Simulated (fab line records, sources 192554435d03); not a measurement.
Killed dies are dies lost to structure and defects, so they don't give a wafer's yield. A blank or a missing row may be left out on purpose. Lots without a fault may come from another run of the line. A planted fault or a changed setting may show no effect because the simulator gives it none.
Split-lot experiment | flow n5_finfet | 7 lots, 21 wafers read, on a route of 1938 steps

THE SPLIT
At N5_HKMG_FIN_COAT_43 (resist thk 90 nm), the setting spin_rpm was moved away from the recipe's 1500 rpm on 10 of the 21 wafers read, by -8.3% to +6.9%. The other wafers ran this setting at the recipe's value.

FROM THE SPLIT TO THE READING: what the file shows between them, 5 steps
- N5_HKMG_FIN_EBR_45
- N5_HKMG_FIN_SOFTBAKE_44: time 60 s
- N5_HKMG_FIN_EXPOSE_46: exposes mask NDIPOLE
- N5_HKMG_FIN_PEB_47: peb time 60 s
- N5_HKMG_FIN_DEVELOP_48: develop time 30 s

THE READING
CAR-ArF_of_HKMG_FIN_COAT_43.thk_nm (the simulator's own value, which no gauge read), in nm, at N5_HKMG_FIN_DESCUM_53 (chemistry O2, time 7.9 s). The file gives no usual value for it. The 11 wafers here that ran the recipe average 83.3 nm, standard deviation 0.38 nm.

wafer  | tool, chamber at the split | spin_rpm as run, rpm | against the recipe | CAR-ArF_of_HKMG_FIN_COAT_43.thk_nm, nm | against lot-mates on the recipe
L074.2 | litho_track-04, 0          | 1500                 | recipe             | 84                                     | -
L074.3 | litho_track-04, 0          | 1500                 | recipe             | 83.8                                   | -
L074.4 | litho_track-04, 0          | 1396                 | -6.9%              | 87.2                                   | +3.3
L085.2 | litho_track-04, 0          | 1597                 | +6.5%              | 80.4                                   | -3.0
L085.3 | litho_track-04, 0          | 1500                 | recipe             | 83.4                                   | -
L085.4 | litho_track-04, 0          | 1597                 | +6.5%              | 80.8                                   | -2.6
L086.1 | litho_track-04, 0          | 1572                 | +4.8%              | 81.4                                   | -1.6
L086.4 | litho_track-04, 0          | 1572                 | +4.8%              | 81.2                                   | -1.8
L086.6 | litho_track-04, 0          | 1500                 | recipe             | 83                                     | -
L088.3 | litho_track-05, 0          | 1500                 | recipe             | 83.6                                   | -
L088.4 | litho_track-05, 0          | 1500                 | recipe             | 83.4                                   | -
L088.5 | litho_track-05, 0          | 1376                 | -8.3%              | 87.2                                   | +3.7
L091.1 | litho_track-05, 0          | 1500                 | recipe             | 83                                     | -
L091.4 | litho_track-05, 0          | 1500                 | recipe             | 83                                     | -
L091.5 | litho_track-05, 0          | 1500                 | recipe             | 82.6                                   | -
L092.3 | litho_track-04, 0          | 1500                 | recipe             | 83.4                                   | -
L092.5 | litho_track-04, 0          | 1553                 | +3.5%              | 82                                     | -1.4
L092.6 | litho_track-04, 0          | 1553                 | +3.5%              | 82                                     | -1.4
L095.2 | litho_track-04, 0          | 1500                 | recipe             | 83.2                                   | -
L095.3 | litho_track-04, 0          | 1603                 | +6.9%              | 80.2                                   | -3.0
L095.5 | litho_track-04, 0          | 1603                 | +6.9%              | 80.6                                   | -2.6

THE FIT
A straight line over all 21 wafers: CAR-ArF_of_HKMG_FIN_COAT_43.thk_nm changes by -0.455 nm for each +1% of spin_rpm; r = -0.98; the points scatter about the line by 0.36 nm.
The same after taking each lot's own level away (the mean of its wafers on the recipe; 21 wafers): -0.428 nm for each +1%; r = -0.99; scatter 0.19 nm.
On that fit, the largest move of spin_rpm shifts the reading by 3.5 nm.
The lots' own levels span 82.87 to 83.90 nm, that is 2.7 times the standard deviation above.
So the lot-to-lot level changes the slope little: the two slopes agree.
Check: with one of the wafers moved furthest among these (-8.3%) left out of the fit, the line predicts +3.58 nm for it against its lot-mates. It came out at +3.7 nm against them.

OTHER SPLITS ON THESE WAFERS
These wafers also went through other splits before the reading. Each is held against what the fit with the lots' levels taken away leaves over:
other split on the same wafers       | wafers away from the commonest value | r with CAR-ArF_of_HKMG_FIN_COAT_43.thk_nm (lot level and that fit taken away)
N5_SD_EPI_N_EPI_21 epi_growth_time_s | 3                                    | -0.10
N5_SDB_COAT_03 spin_rpm              | 7                                    | +0.10
N5_SDB_EXPOSE_08 dose_mj             | 10                                   | +0.18

THE WHOLE CHAIN: every reading that the file lists as answering this split, in the file's order
step                   | what it does             | reading                                                                             | change (the file's fit)               | r (the file's)
N5_HKMG_FIN_COAT_43    | resist thk 90 nm         | CAR-ArF_of_HKMG_FIN_COAT_43.thk_nm (the simulator's own value, which no gauge read) | -0.443 nm for each +1% of the setting | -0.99
N5_HKMG_FIN_DEVELOP_48 | develop time 30 s        | CAR-ArF_of_HKMG_FIN_COAT_43.thk_nm (the simulator's own value, which no gauge read) | -0.45 nm for each +1% of the setting  | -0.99
N5_HKMG_FIN_DESCUM_53  | chemistry O2, time 7.9 s | CAR-ArF_of_HKMG_FIN_COAT_43.thk_nm (the simulator's own value, which no gauge read) | -0.431 nm for each +1% of the setting | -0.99

THE FILE'S OWN FIT
CAR-ArF_of_HKMG_FIN_COAT_43.thk_nm changes by -0.431 nm for each +1% of spin_rpm, r = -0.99.
